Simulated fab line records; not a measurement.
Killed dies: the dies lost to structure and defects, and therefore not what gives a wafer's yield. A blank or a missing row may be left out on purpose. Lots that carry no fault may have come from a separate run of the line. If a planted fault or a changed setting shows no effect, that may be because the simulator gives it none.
Matching of chambers :: flow nand-harc :: pecvd-02 running NHARC_A_STAIRCASE_DEP_301: 3 sister chambers
The step deposits SiON, target thk 30 nm. 24 wafers are shown with their chamber, then 12 later ones without.

## WAFERS WITH THEIR CHAMBER
wafer: L074.1
chamber: 2
heater-power-w (W): 732

wafer: L074.5
chamber: 0
heater-power-w (W): 771

wafer: L074.6
chamber: 2
heater-power-w (W): 727

wafer: L075.1
chamber: 2
heater-power-w (W): 842

wafer: L075.2
chamber: 1
heater-power-w (W): 736

wafer: L075.4
chamber: 2
heater-power-w (W): 818

wafer: L077.1
chamber: 2
heater-power-w (W): 774

wafer: L077.5
chamber: 1
heater-power-w (W): 789

wafer: L077.6
chamber: 0
heater-power-w (W): 823

wafer: L078.1
chamber: 0
heater-power-w (W): 765

wafer: L078.2
chamber: 1
heater-power-w (W): 688

wafer: L078.6
chamber: 0
heater-power-w (W): 802

wafer: L080.2
chamber: 1
heater-power-w (W): 666

wafer: L080.5
chamber: 1
heater-power-w (W): 680

wafer: L080.6
chamber: 0
heater-power-w (W): 777

wafer: L082.1
chamber: 1
heater-power-w (W): 710

wafer: L082.3
chamber: 0
heater-power-w (W): 729

wafer: L082.6
chamber: 2
heater-power-w (W): 805

wafer: L083.4
chamber: 1
heater-power-w (W): 719

wafer: L083.5
chamber: 2
heater-power-w (W): 838

wafer: L083.6
chamber: 0
heater-power-w (W): 700

wafer: L086.2
chamber: 2
heater-power-w (W): 801

wafer: L086.5
chamber: 0
heater-power-w (W): 779

wafer: L086.6
chamber: 2
heater-power-w (W): 779

SIGNATURES, as means of the wafers listed above
reading: heater-power-w
chamber 0: 768.25
chamber 1: 712.57
chamber 2: 790.67
scatter within a chamber: 40.6
Rule: a wafer lies at a distance from a chamber equal to the root of the sum of squares, over the readings, of (its reading less the chamber's mean, divided by the reading's scatter). If the next closest chamber is less than 2 further off than the closest, the wafer can't be placed; otherwise it belongs to the closest. The scatter: the root of (the sum of the squares of (reading less its chamber's mean) over the shown wafers, divided by (wafers less chambers)).

## WAFERS WITHOUT THEIR CHAMBER
wafer: L085.2
heater-power-w (W): 674

wafer: L085.4
heater-power-w (W): 683

wafer: L085.6
heater-power-w (W): 791

wafer: L090.1
heater-power-w (W): 813

wafer: L090.5
heater-power-w (W): 806

wafer: L090.6
heater-power-w (W): 792

wafer: L095.1
heater-power-w (W): 686

wafer: L095.5
heater-power-w (W): 832

wafer: L095.6
heater-power-w (W): 730

wafer: L094.2
heater-power-w (W): 734

wafer: L094.3
heater-power-w (W): 764

wafer: L094.6
heater-power-w (W): 822

## THE CHAMBER EACH PASSED THROUGH
wafer: L085.2
from the rows above: can't be placed: 1 or 0 or 2
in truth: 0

wafer: L085.4
from the rows above: can't be placed: 1 or 0 or 2
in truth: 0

wafer: L085.6
from the rows above: can't be placed: 2 or 0 or 1
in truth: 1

wafer: L090.1
from the rows above: can't be placed: 2 or 0 or 1
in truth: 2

wafer: L090.5
from the rows above: can't be placed: 2 or 0 or 1
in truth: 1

wafer: L090.6
from the rows above: can't be placed: 2 or 0 or 1
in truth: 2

wafer: L095.1
from the rows above: can't be placed: 1 or 0 or 2
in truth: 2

wafer: L095.5
from the rows above: can't be placed: 2 or 0 or 1
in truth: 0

wafer: L095.6
from the rows above: can't be placed: 1 or 0 or 2
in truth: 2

wafer: L094.2
from the rows above: can't be placed: 1 or 0 or 2
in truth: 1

wafer: L094.3
from the rows above: can't be placed: 0 or 2 or 1
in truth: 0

wafer: L094.6
from the rows above: can't be placed: 2 or 0 or 1
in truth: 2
Placed correctly: 0 of 12. From these rows, 12 cannot be placed; in 12 the true chamber is one of the candidates. 0 placed wrongly.
